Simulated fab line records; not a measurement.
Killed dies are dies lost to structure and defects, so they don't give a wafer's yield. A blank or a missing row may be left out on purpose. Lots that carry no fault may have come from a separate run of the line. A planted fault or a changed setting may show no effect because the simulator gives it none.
fab line records	flow nand-harc
[record] lots = 6	wafers = 18	last-day = 24
route steps=1159 shown P_BONDPAD@364 END@1159
lots untouched by any fault: they come from a run of this same line in which no faults occurred
start-h: hours from the record's opening day to when the first of the lot's shown wafers began	wait-h: hours since the lot's step before	" repeats the value in the row above	L1.1+2: one row covering several wafers at once	- no value, or no start was given	* or withheld: withheld	< > ~ a bound
route shown NAME@n: names a module that has steps shown in the file, with the first one's number in the route	usual: mean/standard deviation taken from wafers without a fault	same: alike in all rows	chamber/n: place in a boat	sites: the reading at each site	_std_site: the standard deviation of these	_edge_site: the outer-site mean with the inner-site mean subtracted	radius-mm: for every site, how far away it sits from the centre of the wafer	mask NAME#n: copy n	behind: the most recent tool/chamber to have shaped the wafer	hold: why the lot went on hold/how many hours it stayed there/how the hold came to an end	device: whichever transistor did not switch (one of n, p or np)	end of line: the route-end tests of the same wafers	step lacking rows: just its recipe	killed: the dies lost at the first sort to structure and to defects; this is not the yield of the wafer	map: a wafer's dies, marking killed ones x, the rest . and places with no die _
set.NAME: the setting as run; set.NAME@STEP: as run at that earlier step	model.NAME: the simulator's own value behind a step, which no gauge read
lots at some steps of the route; a table a step, a row a wafer
services: the hour from which a tool's chamber was out of use, counted from the record's first day as start-h (under 0 if before that day), plus the number of hours and why
[[steps]]
[step NHARC_P_BONDPAD_CD_MEAS_09]
[recipe] target-cd-nm = 500	landing-energy-ev = 500
[usual] cd-nm = 500.1/1.5
lot.wafer	tool	chamber	start-h	wait-h	cd-nm
L519.2	cd-sem-02	0	140.36	-	499.6
L519.3	"	0	"	"	500.1
L519.6	"	0	"	"	498.7
L521.1	cd-sem-01	0	144.38	-	499.9
L521.3	"	0	"	"	497.9
L521.5	"	0	"	"	499.5
L523.1	cd-sem-01	0	167.13	-	501.9
L523.3	"	0	"	"	500.6
L523.4	"	0	"	"	499.3
L531.2	cd-sem-03	0	226.28	-	496.8
L531.3	"	0	"	"	498.9
L531.5	"	0	"	"	497.1
L536.1	cd-sem-01	0	241.13	-	499.7
L536.3	"	0	"	"	501.3
L536.4	"	0	"	"	498.7
L540.1	cd-sem-03	0	265.15	-	499.7
L540.5	"	0	"	"	497.0
L540.6	"	0	"	"	497.2
[step NHARC_P_BONDPAD_OVL_MEAS_38]
[usual] overlay-x-nm = -1/7.6	overlay-y-nm = 0/6.8
lot.wafer	tool	chamber	start-h	wait-h	overlay-x-nm	overlay-y-nm
L519.2	overlay-02	-	140.45	-	-8	-2
L519.3	"	-	"	"	-8	-2
L519.6	"	-	"	"	-8	-2
L521.1	overlay-01	-	144.46	-	-7	13
L521.3	"	-	"	"	-6	13
L521.5	"	-	"	"	-7	13
L523.1	overlay-01	-	167.21	-	2	-1
L523.3	"	-	"	"	2	0
L523.4	"	-	"	"	2	0
L531.2	overlay-02	-	226.36	-	-14	1
L531.3	"	-	"	"	-14	1
L531.5	"	-	"	"	-14	1
L536.1	overlay-02	-	241.22	-	4	10
L536.3	"	-	"	"	4	10
L536.4	"	-	"	"	4	11
L540.1	overlay-01	-	265.24	-	-3	0
L540.5	"	-	"	"	-3	0
L540.6	"	-	"	"	-3	0
[step NHARC_P_BONDPAD_HARDBAKE_10]
[recipe] temp-c = 118	time-s = 65
[step NHARC_P_BONDPAD_DESCUM_11]
[recipe] time-s = 3	o2-flow-sccm = 200	ar-flow-sccm = 0	bias-power-w = 0	chemistry = O2
[step NHARC_P_BONDPAD_ETCH_37]
[recipe] target-depth-a = 600	overetch-a = 180	time-s = 65.91	ion-energy-ev = 200	n2-flow-sccm = 150	h2-flow-sccm = 150	ar-flow-sccm = 0	rf-w = 400	bias-w = 150	chemistry = N2/H2
[usual] bias-w = 150.0/0.49	drypump-motor-current-A = 5.8/0.31	oes-product-au = 1.002/0.0076	rf-fwd-power-W = 395.6/1.9	rf-vpp-V = 430.2/3	showerhead-plenum-p-Torr = 2.03/0.099	throttle-valve-pct = 14.170/0.0085
lot.wafer	tool	chamber	start-h	wait-h	bias-w	drypump-motor-current-A	oes-product-au	rf-fwd-power-W	rf-hours-counter-h	rf-vpp-V	showerhead-plenum-p-Torr	throttle-valve-pct
L519.2	rie-diel-04	3	140.67	0.1	150.3	6.0	0.993	395.2	2	435.6	2.18	14.161
L519.3	"	1	"	"	150.4	5.7	0.993	396.8	1	430.5	2.01	14.153
L519.6	"	2	"	"	150.8	6.3	1.008	393.0	-	432.3	2.06	14.170
L521.3	rie-diel-04	1	144.68	0.1	150.2	5.7	1.004	397.5	2	429.8	2.01	14.168
L521.1	"	2	"	"	149.8	6.3	0.990	395.5	2	431.9	2.06	14.159
L521.5	"	0	"	"	149.8	5.6	1.001	394.5	-	426.6	1.92	14.166
L523.4	rie-diel-04	2	167.42	0.1	150.0	6.3	1.010	393.7	4	429.9	2.06	14.173
L523.3	"	0	"	"	149.5	5.6	0.991	394.8	3	425.7	1.91	14.152
L523.1	"	1	"	"	149.8	5.7	0.996	396.4	3	429.6	2.01	14.178
L531.2	rie-diel-04	2	226.57	0.1	150.4	6.3	1.009	394.1	10	429.4	2.06	14.173
L531.3	"	3	"	"	149.3	6.0	1.003	392.7	10	432.6	2.18	14.172
L531.5	"	3	"	"	150.7	6.0	0.992	391.0	-	435.5	2.18	14.183
L536.3	rie-diel-04	1	241.49	0.1	148.7	5.7	0.992	397.1	10	430.8	2.00	14.169
L536.4	"	2	"	"	149.6	6.3	1.000	394.4	11	431.8	2.06	14.164
L536.1	"	3	"	"	150.3	6.0	1.008	392.3	11	434.4	2.18	14.164
L540.1	rie-diel-04	1	265.46	0.1	149.9	5.7	1.014	397.5	13	428.7	2.00	14.166
L540.6	"	3	"	"	149.1	6.0	1.008	395.2	-	435.2	2.18	14.165
L540.5	"	0	"	"	150.1	5.5	1.007	396.4	-	427.6	1.91	14.174
[step NHARC_P_BONDPAD_ETCH_12]
[recipe] target-depth-a = 2000	time-s = 100	chf3-flow-sccm = 50	o2-flow-sccm = 10	ar-flow-sccm = 200	rf-w = 500	bias-w = 200	chemistry = CHF3/O2
[usual] bias-w = 200.0/0.64	chf3-flow-sccm = 50.00/0.16	drypump-motor-current-A = 5.8/0.3	oes-product-au = 0.946/0.026	rf-fwd-power-W = 496.0/2	rf-vpp-V = 370.2/2.4	showerhead-plenum-p-Torr = 2.39/0.11	throttle-valve-pct = 20.574/0.0094
lot.wafer	tool	chamber	start-h	wait-h	bias-w	chf3-flow-sccm	drypump-motor-current-A	oes-product-au	rf-fwd-power-W	rf-hours-counter-h	rf-vpp-V	showerhead-plenum-p-Torr	throttle-valve-pct
L519.3	rie-diel-04	0	-	-	199.7	50.18	5.6	0.986	498.8	1	367.6	2.27	20.591
L519.2	"	1	"	"	199.9	50.18	5.7	0.971	493.4	1	369.9	2.37	20.571
L519.6	"	0	"	"	199.8	50.30	5.6	0.981	498.4	-	367.6	2.27	20.564
L521.1	rie-diel-04	3	-	-	200.4	49.94	6.0	0.972	491.3	2	372.8	2.56	20.580
L521.3	"	1	"	"	199.7	49.96	5.7	0.980	495.3	2	371.5	2.37	20.558
L521.5	"	3	"	"	200.1	49.74	6.0	0.966	495.5	-	373.5	2.56	20.565
L523.3	rie-diel-04	3	-	-	199.3	50.37	6.0	0.926	492.8	4	374.6	2.56	20.561
L523.4	"	0	"	"	200.8	49.96	5.6	0.917	497.1	3	369.7	2.26	20.587
L523.1	"	1	"	"	199.2	49.94	5.7	0.917	499.4	3	369.6	2.37	20.567
L531.2	rie-diel-04	1	-	-	199.5	50.27	5.7	0.928	496.9	9	370.6	2.36	20.563
L531.3	"	3	"	"	200.1	50.36	6.0	0.926	493.6	10	373.7	2.56	20.580
L531.5	"	1	"	"	200.0	50.34	5.7	0.919	495.6	-	369.2	2.36	20.573
L536.1	rie-diel-04	0	-	-	199.6	50.42	5.6	0.928	495.4	10	366.4	2.26	20.589
L536.4	"	1	"	"	199.9	50.09	5.7	0.918	497.2	10	369.9	2.36	20.576
L536.3	"	2	"	"	200.1	49.83	6.3	0.935	493.1	11	371.1	2.42	20.577
L540.1	rie-diel-04	3	-	-	199.1	49.73	6.0	0.983	495.0	14	374.4	2.56	20.584
L540.5	"	3	"	"	199.3	49.80	6.0	0.984	494.3	-	373.6	2.55	20.567
L540.6	"	0	"	"	199.6	49.92	5.6	0.987	498.2	-	367.5	2.26	20.596
[step NHARC_P_BONDPAD_CD_MEAS_13]
[usual] cd-nm = 499.6/1.5
lot.wafer	tool	chamber	start-h	wait-h	cd-nm
L519.2	cd-sem-03	-	140.89	-	498.5
L519.3	"	-	"	"	499.3
L519.6	"	-	"	"	498.6
L521.1	cd-sem-01	-	144.90	-	498.8
L521.3	"	-	"	"	497.1
L521.5	"	-	"	"	499.3
L523.1	cd-sem-02	-	167.65	-	500.1
L523.3	"	-	"	"	499.9
L523.4	"	-	"	"	499.1
L531.2	cd-sem-03	-	226.80	-	495.8
L531.3	"	-	"	"	498.1
L531.5	"	-	"	"	496.3
L536.1	cd-sem-01	-	241.79	-	500.0
L536.3	"	-	"	"	502.0
L536.4	"	-	"	"	498.6
L540.1	cd-sem-01	-	265.68	-	500.3
L540.5	"	-	"	"	497.8
L540.6	"	-	"	"	496.8
[step NHARC_P_BONDPAD_STRIP_15]
[recipe] o2-flow-sccm = 500	ar-flow-sccm = 0	bias-w = 0	chemistry = O2
[step NHARC_P_BONDPAD_ETCH_24]
[recipe] target-depth-a = 300	over-etch-frac = 0.3	time-s = 72.99	ion-energy-ev = 150	cf4-flow-sccm = 50	n2-flow-sccm = 100	ar-flow-sccm = 150	rf-w = 300	bias-w = 100	chemistry = CF4/N2
[usual] bias-w = 100.0/0.31	drypump-motor-current-A = 5.8/0.33	oes-product-au = 1.001/0.007	rf-fwd-power-W = 297.3/1.3	rf-vpp-V = 313.8/2.1	showerhead-plenum-p-Torr = 2.61/0.12	throttle-valve-pct = 19.794/0.0081
lot.wafer	tool	chamber	start-h	wait-h	bias-w	drypump-motor-current-A	oes-product-au	rf-fwd-power-W	rf-hours-counter-h	rf-vpp-V	showerhead-plenum-p-Torr	throttle-valve-pct
L519.3	rie-diel-04	2	-	-	100.4	6.3	1.005	297.1	2	314.4	2.65	19.798
L519.2	"	3	"	"	100.6	6.1	1.004	295.2	2	317.9	2.80	19.797
L519.6	"	2	"	"	99.7	6.3	1.009	297.1	-	314.5	2.65	19.784
L521.1	rie-diel-13	1	-	-	100.2	6.3	1.015	297.7	13	310.4	2.52	19.807
L521.3	"	3	"	"	100.1	5.4	1.000	297.3	14	315.7	2.60	19.803
L521.5	"	0	"	"	100.3	5.5	0.990	297.7	-	313.8	2.64	19.796
L523.4	rie-diel-04	0	-	-	99.9	5.6	1.005	296.6	3	311.5	2.48	19.795
L523.3	"	1	"	"	100.8	5.7	1.003	297.0	3	313.3	2.59	19.792
L523.1	"	2	"	"	100.0	6.3	1.007	297.3	4	314.9	2.65	19.792
L531.3	rie-diel-13	0	-	-	99.6	5.5	0.998	295.9	50	314.0	2.62	19.789
L531.2	"	1	"	"	100.1	6.3	1.002	297.8	46	312.2	2.50	19.792
L531.5	"	3	"	"	99.9	5.4	0.992	296.0	-	312.6	2.58	19.791
L536.3	rie-diel-02	3	-	-	99.8	6.2	1.006	301.0	26	317.2	2.77	19.796
L536.4	"	0	"	"	99.8	5.3	0.996	296.8	28	313.2	2.67	19.793
L536.1	"	1	"	"	99.7	5.4	0.995	298.4	27	311.9	2.47	19.797
L540.1	rie-diel-04	2	-	-	99.9	6.3	1.006	298.3	14	314.1	2.65	19.796
L540.6	"	0	"	"	100.0	5.6	1.005	297.4	-	313.0	2.47	19.786
L540.5	"	1	"	"	100.2	5.7	1.001	298.3	-	312.5	2.58	19.784
[step NHARC_P_BONDPAD_STRIP_16]
[recipe] time-s = 600	temp-c = 30	chemistry = post-etch-residue-remover
[step NHARC_P_BONDPAD_DEGAS_25]
[recipe] temp-c = 300	time-s = 60
[usual] heater-power-w = 507/66
lot.wafer	tool	chamber	start-h	wait-h	heater-power-w
L519.3	pvd-sputter-02	-	141.54	-	478
L519.2	"	-	"	"	462
L519.6	"	-	"	"	471
L521.3	pvd-sputter-01	-	145.54	-	490
L521.1	"	-	"	"	569
L521.5	"	-	"	"	435
L523.4	pvd-sputter-02	-	168.29	-	426
L523.1	"	-	"	"	458
L523.3	"	-	"	"	465
L531.3	pvd-sputter-02	-	227.45	-	484
L531.2	"	-	"	"	430
L531.5	"	-	"	"	474
L536.3	pvd-sputter-01	-	242.41	-	573
L536.4	"	-	"	"	499
L536.1	"	-	"	"	501
L540.1	pvd-sputter-03	-	266.30	-	514
L540.6	"	-	"	"	518
L540.5	"	-	"	"	675
[step NHARC_P_BONDPAD_PRE_CLEAN_26]
[recipe] time-s = 30	temp-c = 280	gas = H2/He
[usual] heater-power-w = 442/50
lot.wafer	tool	chamber	start-h	wait-h	heater-power-w
L519.2	pvd-sputter-02	-	-	-	388
L519.3	"	-	"	"	402
L519.6	"	-	"	"	400
L521.3	pvd-sputter-01	-	-	-	471
L521.1	"	-	"	"	427
L521.5	"	-	"	"	468
L523.3	pvd-sputter-02	-	-	-	404
L523.1	"	-	"	"	413
L523.4	"	-	"	"	380
L531.3	pvd-sputter-02	-	-	-	424
L531.2	"	-	"	"	379
L531.5	"	-	"	"	402
L536.3	pvd-sputter-01	-	-	-	498
L536.4	"	-	"	"	454
L536.1	"	-	"	"	405
L540.1	pvd-sputter-03	-	-	-	584
L540.6	"	-	"	"	452
L540.5	"	-	"	"	489
[step NHARC_P_BONDPAD_PVD_17]
[recipe] target-thk-a = 50	bias-v = 168.6	power-w = 15000	chamber-pressure-pa = 0.12	time-s = 8.06	substrate-temp-c = 50	material = TaN
[usual] throttle-valve-pct = 30.2/0.93
lot.wafer	tool	chamber	start-h	wait-h	throttle-valve-pct
L519.2	pvd-sputter-02	-	141.65	-	30.6
L519.3	"	-	"	"	28.0
L519.6	"	-	"	"	28.1
L519.2	pvd-sputter-02	-	141.91	-	30.3
L519.3	"	-	"	"	28.1
L519.6	"	-	"	"	28.4
L521.3	pvd-sputter-01	-	145.64	-	30.8
L521.1	"	-	"	"	29.9
L521.5	"	-	"	"	30.6
L523.4	pvd-sputter-02	-	168.41	-	31.1
L523.1	"	-	"	"	28.1
L523.3	"	-	"	"	30.2
L523.4	pvd-sputter-02	-	168.67	-	31.2
L523.1	"	-	"	"	28.4
L523.3	"	-	"	"	30.6
L531.2	pvd-sputter-02	-	227.55	-	30.4
L531.3	"	-	"	"	30.5
L531.5	"	-	"	"	30.9
L536.1	pvd-sputter-01	-	242.54	-	29.1
L536.3	"	-	"	"	31.7
L536.4	"	-	"	"	30.8
L540.1	pvd-sputter-03	-	266.44	-	30.4
L540.6	"	-	"	"	29.4
L540.5	"	-	"	"	31.1
[step NHARC_P_BONDPAD_PVD_27]
[recipe] target-thk-a = 300	chamber-pressure-pa = 5	power-w = 5000	substrate-temp-c = 30	time-s = 20.49	material = Cu
[step NHARC_END_SORT_01]
[recipe] temp-c = 25
[usual] defect-limited-yield = 95.6/1.3	killed-at-array = 26/8.6	killed-at-other = 0.7/0.97	killed-at-periphery = 3.2/2.2	killed-dies = 30/8.9	killed-open = 3.1/1.8	killed-short = 2.2/1.8	sort_bin_2_pct = 1.4/0.58	sort_bin_3_pct = 0.24/0.18	sort_bin_4_pct = 2.8/0.9	sort-n-pass = 647/8.9	sort-rim-yield-pct = 95.5/2.5	sort-yield-pct = 95.6/1.3
[same] gross-dies = 677	sort_bin_5_pct[%] = 0	sort_bin_6_pct[%] = 0	sort_bin_7_pct[%] = 0	sort_bin_8_pct[%] = 0	sort-rim-n-gross = 106.00
lot.wafer	tool	chamber	start-h	wait-h	defect-limited-yield[%]	killed-at-array	killed-at-other	killed-at-periphery	killed-dies	killed-open	killed-short	sort_bin_2_pct[%]	sort_bin_3_pct[%]	sort_bin_4_pct[%]	sort-n-pass	sort-rim-yield-pct[%]	sort-yield-pct[%]
L519.2	prober-02	0	443.24	2.8	95.7	24	1	4	29	3	2	1.6	0.30	2.4	648	97.2	95.7
L519.3	prober-02	0	444.05	3.1	95.7	25	1	3	29	3	0	1.3	0	3.0	648	100.0	95.7
L519.6	prober-02	0	446.46	4.0	95.7	24	0	5	29	3	3	1.9	0.30	2.1	648	94.3	95.7
L521.1	prober-01	0	450.15	2.5	93.1	43	2	2	47	2	3	1.5	0.30	5.2	630	91.5	93.1
L521.3	prober-01	0	451.78	3.1	93.4	36	0	9	45	1	4	3.1	0	3.5	632	87.7	93.4
L521.5	prober-01	0	453.40	3.8	95.9	25	1	2	28	3	2	0.9	0.15	3.1	649	97.2	95.9
L523.1	prober-01	0	458.32	2.5	97.5	15	0	2	17	1	5	0.4	0.30	1.8	660	99.1	97.5
L523.3	prober-01	0	459.92	3.1	97.5	10	4	3	17	2	4	0.4	0.15	1.9	660	97.2	97.5
L523.4	prober-01	0	460.72	3.4	97.5	13	1	3	17	3	1	0.7	0	1.8	660	97.2	97.5
L531.2	prober-02	0	533.53	2.8	96.2	25	0	1	26	5	2	1.8	0	2.1	651	96.2	96.2
L531.3	prober-02	0	534.32	3.1	94.7	33	0	3	36	4	2	2.1	0.30	3.0	641	93.4	94.7
L531.5	prober-02	0	535.91	3.7	96.8	17	1	4	22	3	7	0.9	0.30	2.1	655	96.2	96.8
L536.1	prober-02	0	563.81	2.5	95.7	28	0	1	29	1	2	1.2	0.15	3.0	648	93.4	95.7
L536.3	prober-02	0	565.41	3.1	95.3	29	1	2	32	6	0	1.3	0.15	3.2	645	96.2	95.3
L536.4	prober-02	0	566.22	3.4	96.9	20	0	1	21	2	1	0.9	0.15	2.1	656	94.3	96.9
L540.1	prober-02	0	571.62	2.5	97.0	18	1	1	20	2	2	1.2	0	1.8	657	97.2	97.0
L540.5	prober-02	0	574.85	3.7	96.6	21	1	1	23	3	4	0.6	0.15	2.7	654	96.2	96.6
L540.6	prober-02	0	575.66	4.0	97.2	16	0	3	19	3	3	0.7	0.30	1.8	658	97.2	97.2
// killed by level:class
L519.2 A_SLIT:chamber-film-flake=8 A_CHANNEL_FILL_D1:chamber-film-flake=5 A_CHANNEL_HOLE_D1:chamber-film-flake=4 A_ZERO_WELL:chamber-film-flake=2 P_CONTACT:geometric-particle:open=1 P_M0:geometric-particle:open=1 P_M1:geometric-particle:short=1 A_ONON_D1:geometric-particle:open=1
L519.3 A_SLIT:chamber-film-flake=11 A_CHANNEL_FILL_D1:chamber-film-flake=4 A_ZERO_WELL:chamber-film-flake=3 P_ZERO_WELL:chamber-film-flake=2 A_BONDPAD:chamber-film-flake=2 P_M1:geometric-particle:open=1 A_ONON_D1:geometric-particle:open=1 A_M1:geometric-particle:open=1
L519.6 A_SLIT:chamber-film-flake=8 A_CHANNEL_FILL_D1:chamber-film-flake=4 P_ZERO_WELL:chamber-film-flake=3 A_ONON_D1:geometric-particle:short=2 P_GATE:chamber-film-flake=2 A_STAIRCASE:chamber-film-flake=2 A_CONTACT:chamber-film-flake=2 A_CHANNEL_FILL_D1:geometric-particle:open=1
L521.1 A_SLIT:chamber-film-flake=13 A_CHANNEL_HOLE_D1:chamber-film-flake=8 A_CHANNEL_FILL_D1:chamber-film-flake=5 A_CONTACT:chamber-film-flake=5 A_WL_FILL:chamber-film-flake=4 A_STAIRCASE:chamber-film-flake=3 A_M0:geometric-particle:short=2 THIN_TSV:chamber-film-flake=2
L521.3 A_CHANNEL_HOLE_D1:chamber-film-flake=15 A_SLIT:chamber-film-flake=13 P_CONTACT:chamber-film-flake=6 A_WL_FILL:chamber-film-flake=3 P_CONTACT:geometric-particle:short=1 P_M0:geometric-particle:short=1 A_SGD_CUT:geometric-particle:short=1 A_BLC:geometric-particle:open=1
L521.5 A_SLIT:chamber-film-flake=8 A_CHANNEL_HOLE_D1:chamber-film-flake=8 A_CHANNEL_FILL_D1:geometric-particle:short=2 A_CHANNEL_FILL_D1:chamber-film-flake=2 P_M0:geometric-particle:open=1 A_CHANNEL_FILL_D1:geometric-particle:open=1 A_M1:geometric-particle:open=1 P_CONTACT:chamber-film-flake=1
L523.1 A_STAIRCASE:chamber-film-flake=5 A_ONON_D1:geometric-particle:short=3 A_CHANNEL_HOLE_D1:chamber-film-flake=3 A_CHANNEL_FILL_D1:geometric-particle:short=2 A_CONTACT:chamber-film-flake=2 P_M0:geometric-particle:open=1 P_CONTACT:chamber-film-flake=1
L523.3 THIN_TSV:chamber-film-flake=4 A_CHANNEL_HOLE_D1:chamber-film-flake=3 A_ONON_D1:geometric-particle:open=2 A_STAIRCASE:chamber-film-flake=2 P_GATE:geometric-particle:short=1 P_M0:geometric-particle:short=1 A_ONON_D1:geometric-particle:short=1 A_SGD_CUT:geometric-particle:short=1
L523.4 A_STAIRCASE:chamber-film-flake=5 P_ZERO_WELL:chamber-film-flake=2 A_CHANNEL_HOLE_D1:chamber-film-flake=2 A_CONTACT:chamber-film-flake=2 P_M0:geometric-particle:open=1 A_ONON_D1:geometric-particle:open=1 A_WL_FILL:geometric-particle:open=1 A_WL_FILL:geometric-particle:short=1
L531.2 A_SLIT:chamber-film-flake=15 A_WL_FILL:geometric-particle:short=2 A_CHANNEL_HOLE_D1:chamber-film-flake=2 P_CONTACT:geometric-particle:open=1 A_CHANNEL_FILL_D1:geometric-particle:open=1 A_WL_FILL:geometric-particle:open=1 A_CONTACT:geometric-particle:open=1 A_BLC:geometric-particle:open=1
L531.3 A_SLIT:chamber-film-flake=17 A_CHANNEL_HOLE_D1:chamber-film-flake=8 A_CONTACT:chamber-film-flake=2 P_CONTACT:geometric-particle:short=1 A_STAIRCASE:geometric-particle:open=1 A_SGD_CUT:geometric-particle:short=1 A_SGD_CUT:geometric-particle:open=1 A_WL_FILL:geometric-particle:open=1
L531.5 A_SLIT:chamber-film-flake=6 P_M1:geometric-particle:short=3 A_CHANNEL_HOLE_D1:geometric-particle:short=2 A_WL_FILL:geometric-particle:short=2 A_CHANNEL_HOLE_D1:chamber-film-flake=2 A_WL_FILL:geometric-particle:open=1 A_M1:geometric-particle:open=1 A_BONDPAD:geometric-particle:open=1
L536.1 A_CHANNEL_HOLE_D1:chamber-film-flake=11 A_CONTACT:chamber-film-flake=6 A_SLIT:chamber-film-flake=4 A_SGD_CUT:chamber-film-flake=3 A_WL_FILL:chamber-film-flake=2 P_M1:geometric-particle:short=1 A_ONON_D1:geometric-particle:open=1 A_M1:geometric-particle:short=1
L536.3 A_SGD_CUT:chamber-film-flake=8 A_CHANNEL_HOLE_D1:chamber-film-flake=7 A_CONTACT:chamber-film-flake=5 A_SLIT:chamber-film-flake=2 A_WL_FILL:chamber-film-flake=2 P_CONTACT:geometric-particle:open=1 P_M1:geometric-particle:open=1 A_ONON_D1:geometric-particle:open=1
L536.4 A_CHANNEL_HOLE_D1:chamber-film-flake=7 A_CONTACT:chamber-film-flake=5 A_SGD_CUT:chamber-film-flake=2 A_SLIT:chamber-film-flake=2 A_CHANNEL_HOLE_D1:geometric-particle:short=1 A_CHANNEL_FILL_D1:geometric-particle:open=1 A_M0:geometric-particle:open=1 P_STI:chamber-film-flake=1
L540.1 A_CHANNEL_HOLE_D1:chamber-film-flake=10 A_CHANNEL_FILL_D1:geometric-particle:short=2 A_WL_FILL:chamber-film-flake=2 A_SOURCE_PLATE:geometric-particle:open=1 A_CHANNEL_FILL_D1:geometric-particle:open=1 P_GATE:chamber-film-flake=1 A_SGD_CUT:chamber-film-flake=1 A_CONTACT:chamber-film-flake=1
L540.5 A_CHANNEL_HOLE_D1:chamber-film-flake=9 A_WL_FILL:chamber-film-flake=4 A_CHANNEL_HOLE_D1:geometric-particle:short=1 A_CHANNEL_FILL_D1:geometric-particle:short=1 A_CHANNEL_FILL_D1:geometric-particle:open=1 A_WL_FILL:geometric-particle:short=1 A_CONTACT:geometric-particle:short=1 A_M1:geometric-particle:open=1
L540.6 A_CHANNEL_HOLE_D1:chamber-film-flake=9 A_CONTACT:chamber-film-flake=3 A_CHANNEL_FILL_D1:geometric-particle:open=2 P_M1:geometric-particle:short=1 P_M2:geometric-particle:open=1 A_SOURCE_PLATE:geometric-particle:short=1 A_ONON_D1:geometric-particle:short=1 P_STI:chamber-film-flake=1
[[services]]
tool	chamber	start-h	hours	kind
rie-diel-04	0	121.13	-	clean
rie-diel-04	1	121.13	-	clean
rie-diel-04	2	121.13	-	clean
rie-diel-04	3	121.13	-	clean
rie-diel-04	0	145.63	-	clean
rie-diel-04	1	145.63	-	clean
rie-diel-04	2	145.63	-	clean
rie-diel-04	3	145.63	-	clean
rie-diel-02	-	151.15	9.0	pm
rie-diel-04	0	170.13	-	clean
rie-diel-04	1	170.13	-	clean
rie-diel-04	2	170.13	-	clean
rie-diel-04	3	170.13	-	clean
pvd-sputter-01	-	171.28	10.0	pm
pvd-sputter-03	-	183.89	4.5	repair
rie-diel-04	0	194.63	-	clean
pvd-sputter-02	-	213.63	2.5	repair
pvd-sputter-02	-	216.17	10.0	pm
rie-diel-13	-	230.64	1.0	repair
pvd-sputter-03	-	237.51	0.7	repair
rie-diel-02	3	242.74	16.8	repair
rie-diel-04	3	247.46	5.2	repair
rie-diel-13	3	247.91	3.9	repair
pvd-sputter-01	-	264.67	0.5	repair
[[key]]
[first-sign] step = NHARC_P_BONDPAD_PVD_17	reading = visit	direction = added
effect none on later readings
met-at NHARC_P_BONDPAD_PVD_17
struck-wafers L519.2,L519.3,L519.6,L523.1,L523.3,L523.4
[fault] kind = repeated-step-whole	tool = pvd-sputter-01,pvd-sputter-02,pvd-sputter-03	chamber = -	onset-h = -	steps = NHARC_P_BONDPAD_PVD_17	times = 1	scope = struck-lots-only
